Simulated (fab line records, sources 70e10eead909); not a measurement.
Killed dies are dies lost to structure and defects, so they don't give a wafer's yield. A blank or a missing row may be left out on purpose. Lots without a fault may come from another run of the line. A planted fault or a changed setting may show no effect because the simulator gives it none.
Chamber matching | flow nand_harc | NHARC_A_BLC_STRIP_29 on rie_diel-06: 4 sister chambers
The step strips in CF4. 16 wafers are shown with their chamber, then 8 later ones without.

WAFERS WITH THEIR CHAMBER
wafer  | chamber | showerhead_plenum_p_Torr (Torr) | drypump_motor_current_A (A) | rf_vpp_V (V)
L343.1 | 0       | 1.71                            | 5.0                         | 58.2
L343.2 | 2       | 1.87                            | 5.8                         | 60.8
L343.3 | 3       | 1.77                            | 5.4                         | 58.9
L347.2 | 0       | 1.71                            | 5.0                         | 58.6
L347.3 | 2       | 1.87                            | 5.8                         | 61.2
L347.6 | 2       | 1.87                            | 5.8                         | 60.5
L351.1 | 1       | 1.79                            | 5.4                         | 59.5
L351.4 | 0       | 1.71                            | 5.0                         | 58.6
L351.5 | 2       | 1.87                            | 5.8                         | 61.2
L357.1 | 2       | 1.87                            | 5.8                         | 60.4
L357.2 | 1       | 1.79                            | 5.4                         | 58.3
L357.5 | 3       | 1.77                            | 5.4                         | 59.9
L361.1 | 1       | 1.79                            | 5.5                         | 58.5
L361.2 | 3       | 1.77                            | 5.4                         | 60.8
L361.3 | 2       | 1.87                            | 5.8                         | 61.0
L362.2 | 2       | 1.86                            | 5.8                         | 60.8

SIGNATURES (means of the wafers above)
reading                  | chamber 0 | chamber 1 | chamber 2 | chamber 3 | scatter within a chamber
showerhead_plenum_p_Torr | 1.7100    | 1.7900    | 1.8686    | 1.7700    | 0.00267
drypump_motor_current_A  | 5.000     | 5.433     | 5.800     | 5.400     | 0.0236
rf_vpp_V                 | 58.467    | 58.767    | 60.843    | 59.867    | 0.527
Rule: a wafer's distance from a chamber is the root of the sum, over the readings, of the square of ((its reading less the chamber's mean) divided by the reading's scatter). The wafer belongs to the nearest chamber; if the next one is less than 2 further off, it can't be placed. The scatter: the root of (the sum of the squares of (reading less its chamber's mean) over the shown wafers, divided by (wafers less chambers)).

WAFERS WITHOUT THEIR CHAMBER
wafer  | showerhead_plenum_p_Torr (Torr) | drypump_motor_current_A (A) | rf_vpp_V (V)
L362.5 | 1.79                            | 5.4                         | 59.2
L362.6 | 1.71                            | 5.0                         | 59.8
L365.4 | 1.70                            | 5.0                         | 57.8
L365.5 | 1.70                            | 5.0                         | 58.7
L365.6 | 1.79                            | 5.4                         | 59.3
L366.1 | 1.79                            | 5.5                         | 60.1
L366.4 | 1.86                            | 5.8                         | 60.6
L366.6 | 1.86                            | 5.8                         | 59.8

WHICH CHAMBER EACH WENT THROUGH
wafer  | from the rows above | in truth
L362.5 | 1                   | 1
L362.6 | 0                   | 0
L365.4 | 0                   | 0
L365.5 | 0                   | 0
L365.6 | 1                   | 1
L366.1 | 1                   | 1
L366.4 | 2                   | 2
L366.6 | 2                   | 2
Placed correctly: 8 of 8. Can't be placed from these rows: 0. Placed wrongly: 0.
